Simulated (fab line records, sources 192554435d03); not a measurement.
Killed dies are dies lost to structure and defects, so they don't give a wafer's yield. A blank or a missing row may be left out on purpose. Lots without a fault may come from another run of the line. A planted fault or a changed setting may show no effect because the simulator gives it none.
A struck lot beside a sound one | flow n5_finfet | 37 steps out of a route of 1938
Sound: wafers L427.1, L427.3, L427.5. Struck: wafer L435.5. (L435.2, L435.3 of the same lot were not struck and are left out.) The cause comes at the end.
At each step with rows: each side's tool, then ch and its chambers, then its first start. Under that, the readings that differ: sound wafers | struck wafers | difference of the means | sigmas: that difference in standard deviations of wafers without a fault.
alike: readings whose means differ by less than 2 such deviations, and words and numbers that are the same on both sides. not compared: withheld readings, readings that some wafer has no value for, bounds like >300 that may hide the same value, and numbers for which the record gives no deviation and whose values overlap.
The two part at a step that has a row with sigmas, a row that says differs or no value, or rows on one side only. Numbers that don't overlap but have no deviation are shown without sigmas and don't part them. A reading that every wafer of one side lacks parts them only if that side has two wafers or more.

first, 8 steps without rows for these wafers: N5_BEOL_M6_SPUTTER_48 (material Cu, target thk 10 nm, time 1.667 s); N5_BEOL_M6_ECD_50 (material Cu, target thk 300 nm); N5_BEOL_M6_ANNEAL_51 (time 90 s); N5_BEOL_M6_CMP_52 (polishes, stops on SiCOH lowk, t overpolish 6.9 s, target thk 80 nm); N5_BEOL_M6_PRE_CLEAN_55 (time 15 s); N5_BEOL_M6_DEP_56 (deposits SiCN from 3MS/NH3, target thk 10 nm, time 17.5 s); N5_BEOL_M7_ILD_DEP_00 (deposits SiCOH lowk from DEMS/porogen, target thk 179.75 nm, time 33.4 s); N5_BEOL_M7_CURE_74 (cures SiCOH lowk, time 240 s).
N5_BEOL_M7_PECVD_70: deposits SiO2 from TEOS/O2, target thk 20 nm, time 22.7 s.
  sound on pecvd-03 ch 0,2, day 10 16:23; struck on pecvd-03 ch 1, day 12 02:28
  reading                                    | sound        | struck | difference | sigmas
  model.SiO2_of_BEOL_M7_PECVD_70.thk_nm (nm) | 20 20.4 20.2 | 25.4   | +5.2       |
  alike: heater_power_w, showerhead_plenum_p_Torr, throttle_valve_pct
then, 25 steps without rows for these wafers: N5_BEOL_M7_HM_DEP_02 (deposits TiN, target thk 20 nm); N5_BEOL_M7_COAT_59 (time 60 s, resist thk 100 nm); N5_BEOL_M7_COAT_60 (time 60 s, resist thk 35 nm); N5_BEOL_M7_COAT_05 (resist thk 90 nm); N5_BEOL_M7_EBR_07; N5_BEOL_M7_SOFTBAKE_06 (time 60 s); N5_BEOL_M7_EXPOSE_08 (exposes mask M7); N5_BEOL_M7_PEB_09 (peb time 60 s); N5_BEOL_M7_DEVELOP_10 (develop time 30 s); N5_BEOL_M7_DESCUM_16 (chemistry O2, time 7.9 s); N5_BEOL_M7_ETCH_61 (etches SiARC in CF4, target depth 45.5 nm, time 75.8 s); N5_BEOL_M7_ETCH_62 (etches SOC in N2/H2, target depth 110 nm, overetch 22 nm, time 165 s); N5_BEOL_M7_STRIP_68 (strips in N2/H2); N5_BEOL_M7_STRIP_67 (strips in CF4); N5_BEOL_M7_HM_OPEN_17 (chemistry Cl2/BCl3, target TiN, target depth 20 nm, overetch 6 nm); N5_BEOL_M7_STRIP_19 (strips in O2); N5_BEOL_M7_COAT_63 (time 60 s, resist thk 60 nm); N5_BEOL_M7_COAT_64 (time 60 s, resist thk 12 nm); N5_BEOL_M7_COAT_71 (time 60 s, resist thk 5 nm); N5_BEOL_M7_COAT_22 (resist thk 30 nm); N5_BEOL_M7_EBR_24; N5_BEOL_M7_SOFTBAKE_23 (time 60 s); N5_BEOL_M7_EXPOSE_25 (exposes mask V6, target cd 40 nm); N5_BEOL_M7_PEB_26 (peb time 60 s); N5_BEOL_M7_DEVELOP_27 (develop time 30 s).
N5_BEOL_M7_HM_STRIP_39: strips TiN in peroxide tin strip, target depth 25 nm, time 158 s.
  sound on wet_bench-05 ch 1,2,6, day 10 20:10; struck on wet_bench-01 ch 7, day 12 06:41
  reading                                    | sound        | struck | difference | sigmas
  model.SiO2_of_BEOL_M7_PECVD_70.thk_nm (nm) | 19.8 20.2 20 | 25.2   | +5.2       |
N5_BEOL_M7_CMP_52: polishes, stops on SiCOH lowk, t overpolish 6.9 s, target thk 80 nm.
  sound on cmp-02 ch 0,2,3, day 10 21:58; struck on cmp-02 ch 1, day 12 09:28
  reading                      | sound          | struck | difference | sigmas
  barrier_field_endpoint_s (s) | 28.8 28.7 29.0 | 34.8   | +6.0       | +7
  alike: clearing_platen_rpm, motor_current_A
then, 1 step without rows for these wafers: N5_PASSIVATION_PROBE_49.

WHERE THEY PART
Only at N5_BEOL_M7_CMP_52, within this record.

WHY: what the simulator had put in
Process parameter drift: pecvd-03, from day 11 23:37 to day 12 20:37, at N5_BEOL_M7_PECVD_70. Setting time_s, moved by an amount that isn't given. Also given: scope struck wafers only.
